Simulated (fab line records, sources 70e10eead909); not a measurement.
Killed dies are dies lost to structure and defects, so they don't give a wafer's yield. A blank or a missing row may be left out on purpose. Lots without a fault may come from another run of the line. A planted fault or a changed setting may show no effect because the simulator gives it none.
A struck lot beside a sound one | flow nand_harc | 15 steps out of a route of 1159
Sound: wafers L748.2, L748.3, L748.6. Struck: wafers L751.1, L751.2, L751.5. The cause comes at the end.
At each step with rows: each side's tool, then ch and its chambers, then its first start. Under that, the readings that differ: sound wafers | struck wafers | difference of the means | sigmas: that difference in standard deviations of wafers without a fault.
alike: readings whose means differ by less than 2 such deviations, and words and numbers that are the same on both sides. not compared: withheld readings, readings that some wafer has no value for, bounds like >300 that may hide the same value, and numbers for which the record gives no deviation and whose values overlap.
The two part at a step that has a row with sigmas, a row that says differs or no value, or rows on one side only. Numbers that don't overlap but have no deviation are shown without sigmas and don't part them. A reading that every wafer of one side lacks parts them only if that side has two wafers or more.

NHARC_A_M1_PRE_CLEAN_32: time 12 s.
  sound on pecvd-01 ch 0,2, day 18 08:19; struck on pecvd-01 ch 0,1, day 19 12:23
  alike: heater_power_w
NHARC_A_M1_DEP_33: deposits SiCN, target thk 30 nm.
  sound on pecvd-01 ch 0,2, day 18 08:26; struck on pecvd-01 ch 0,1, day 19 12:30
  reading            | sound       | struck      | difference | sigmas
  heater_power_w (W) | 457 516 456 | 606 618 609 | +135       | +2
NHARC_A_BONDPAD_DEP_00: deposits SiCN, target thk 250 nm.
  sound on pecvd-04 ch 0,1, day 18 08:59; struck on pecvd-01 ch 0,1, day 19 13:11
  alike: heater_power_w
NHARC_A_BONDPAD_CMP_29: polishes SiCN, target thk 200 nm.
  sound on cmp-04 ch 0,3, day 18 09:21; struck on cmp-03 ch 0,2,3, day 19 13:47
  alike: motor_current_A
NHARC_A_BONDPAD_THK_MEAS_30: measures by ellipsometry.
  sound on film_metro-01, day 18 09:36; struck on film_metro-01, day 19 13:59
  alike: thk_nm
then, 7 steps without rows for these wafers: NHARC_A_BONDPAD_SRD_31; NHARC_A_BONDPAD_DEHYDRATE_01 (time 120 s); NHARC_A_BONDPAD_HMDS_02 (time 30 s); NHARC_A_BONDPAD_COAT_33 (time 65 s); NHARC_A_BONDPAD_COAT_03 (resist thk 600 nm); NHARC_A_BONDPAD_SOFTBAKE_04 (time 70 s); NHARC_A_BONDPAD_EBR_05.
NHARC_A_BONDPAD_EXPOSE_06: exposes mask A BPAD.
  sound on krf_scanner-04 ch 0, day 18 10:01; struck on krf_scanner-02 ch 0, day 19 14:23
  reading              | sound             | struck            | difference | sigmas
  exposure_dose_mJ_cm2 | 36.94 36.93 36.97 | 39.76 39.66 39.74 | +2.77      | +68
  alike: mask, focus_offset_nm
then, 2 steps without rows for these wafers: NHARC_A_BONDPAD_PEB_07 (peb time 80 s); NHARC_END_SORT_01.

WHERE THEY PART
First at NHARC_A_M1_DEP_33; last, within this record, at NHARC_A_BONDPAD_EXPOSE_06.

WHY: what the simulator had put in
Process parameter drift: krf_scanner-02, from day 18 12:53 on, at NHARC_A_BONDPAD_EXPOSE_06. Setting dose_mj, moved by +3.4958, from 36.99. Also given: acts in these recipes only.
